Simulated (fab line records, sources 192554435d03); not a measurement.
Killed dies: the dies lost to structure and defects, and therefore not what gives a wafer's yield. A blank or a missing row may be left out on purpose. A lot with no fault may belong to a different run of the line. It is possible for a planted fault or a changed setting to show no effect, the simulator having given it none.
One fault seen from 3 desks | flow n5 finfet | each desk has only its own numbers; what lay behind them comes last

THE DEFECT DESK
Counts from the inspections along the route, per lot, as means over the sampled wafers that have a number. Marked OUT: a lot whose mean sits more than 4 standard deviations from the usual mean, which makes it out of limits; the brackets give that distance.
Columns: A = raw defect count at N5_BEOL_M6_INSPECT_13, usual 426
lot  | first seen here | A
L473 | day 9 01:21     | 491
L485 | day 11 23:41    | 474
L486 | day 12 18:04    | 467
L492 | day 14 00:04    | 396
L494 | day 14 17:22    | 306
Result from this desk: across the 5 lots, nothing is out of limits.

THE TOOL OWNER'S DESK: rie diel-04
The tool's own readings at N5_BEOL_M6_ETCH_62 (etches SOC in N2/H2, target depth 110 nm, overetch 22 nm, time 165 s): means of the sampled wafers that have a number, for each lot that ran on this tool. Marked OUT: a lot whose mean sits more than 4 standard deviations from the usual mean, which makes it out of limits; the brackets give that distance.
Columns: A = bias w at N5_BEOL_M6_ETCH_62, usual 150.0 W; B = drypump motor current A at N5_BEOL_M6_ETCH_62, usual 5.8 A; C = oes product au at N5_BEOL_M6_ETCH_62, usual 0.68 a.u.; D = rf vpp V at N5_BEOL_M6_ETCH_62, usual 525.1 V; E = showerhead plenum p Torr at N5_BEOL_M6_ETCH_62, usual 2.58 Torr; F = throttle valve pct at N5_BEOL_M6_ETCH_62, usual 17.7 %
lot  | first seen here | A                | B   | C    | D     | E    | F
L485 | day 12 00:03    | 152.1 (+4.8) OUT | 5.9 | 0.68 | 527.9 | 2.57 | 17.8
L494 | day 14 17:37    | 150.1            | 6.1 | 0.69 | 525.9 | 2.62 | 17.8
This desk's verdict: out of limits on L485, starting with L485 at day 12 00:03 (bias w at N5_BEOL_M6_ETCH_62). Within limits: L494.

FROM THE METROLOGY DESK
Means of the sampled wafers that have a number, per lot and without regard to the tool the lot ran on: this is what the gauges read. Marked OUT: a lot whose mean sits more than 4 standard deviations from the usual mean, which makes it out of limits; the brackets give that distance.
Columns: A = cd nm at N5_BEOL_M6_CD_MEAS_11, usual 38.4 nm; B = M6_OVL at N5_BEOL_M6_OVL_MEAS_12, usual 0.2 nm
lot  | first seen here | A    | B
L473 | day 9 01:18     | 38.4 | 0.8
L485 | day 11 23:38    | 38.7 | 0.6
L486 | day 12 18:01    | 38.5 | 1.2
L492 | day 14 00:00    | 38.6 | 0.2
L494 | day 14 17:18    | 38.0 | -1.0
Result from this desk: across the 5 lots, nothing is out of limits.

TAKEN TOGETHER
On L485, at day 12 00:03, an alarm was possible from the tool owner's desk.
Nothing out of limits was seen by the defect desk.
From the metrology desk's view, nothing was out of limits.
The defect desk has L485 on record, within its limits.
The metrology desk has L485 on record, within its limits.
Of the lots named, all ran N5_BEOL_M6_ETCH_62 on rie diel-04.

WHAT THE SIMULATOR PUT IN
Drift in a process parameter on rie diel-04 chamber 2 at N5_BEOL_M6_ETCH_62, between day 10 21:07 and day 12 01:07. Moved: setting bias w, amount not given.
Struck lots among those shown: L485.
How many hours passed from the start of the fault until each desk's first out-of-limits reading: the tool owner's desk, 27.
